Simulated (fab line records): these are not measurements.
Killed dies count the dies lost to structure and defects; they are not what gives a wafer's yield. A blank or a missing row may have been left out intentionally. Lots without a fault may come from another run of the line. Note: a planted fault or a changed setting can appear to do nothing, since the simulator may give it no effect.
Matching of chambers / flow nand_harc / rie_diel-02 running NHARC_A_SLIT_DESCUM_14: 4 sister chambers
The step chemistry O2, time 3 s. 4 wafers are shown with their chamber, then 7 later ones without.

WAFERS WITH THEIR CHAMBER
wafer=L339.5; chamber=0; rf_vpp_V (V)=56.8
wafer=L339.6; chamber=1; rf_vpp_V (V)=58.3
wafer=L340.2; chamber=2; rf_vpp_V (V)=56.2
wafer=L340.5; chamber=3; rf_vpp_V (V)=58.4

WAFERS WITHOUT THEIR CHAMBER
wafer=L340.6; rf_vpp_V (V)=58.7
wafer=L352.3; rf_vpp_V (V)=58.3
wafer=L352.5; rf_vpp_V (V)=56.6
wafer=L352.6; rf_vpp_V (V)=58.2
wafer=L354.1; rf_vpp_V (V)=58.5
wafer=L354.2; rf_vpp_V (V)=56.8
wafer=L354.5; rf_vpp_V (V)=57.3

EACH ONE'S CHAMBER
wafer=L340.6; from the rows above=can't be placed: 3 or 1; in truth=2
wafer=L352.3; from the rows above=can't be placed: 1 or 3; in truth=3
wafer=L352.5; from the rows above=can't be placed: 0 or 2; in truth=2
wafer=L352.6; from the rows above=can't be placed: 1 or 3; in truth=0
wafer=L354.1; from the rows above=can't be placed: 3 or 1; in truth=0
wafer=L354.2; from the rows above=0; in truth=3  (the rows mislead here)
wafer=L354.5; from the rows above=0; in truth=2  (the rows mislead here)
0 of 7 placed correctly. Not placeable from these rows: 5 (in 2, the candidates include the true chamber). Wrongly placed: 2.
How it was worked out, from the rows above alone: a wafer's distance from a chamber is the root of the sum, over the readings, of the square of ((its reading less the chamber's mean) divided by the reading's scatter). The wafer belongs to the nearest chamber; if the next one is less than 2 further off, it can't be placed. The mean given for a chamber averages the wafers shown for that chamber. The scatter: root of mean squared gap, hidden wafer to nearest shown wafer, with one shown wafer a chamber.
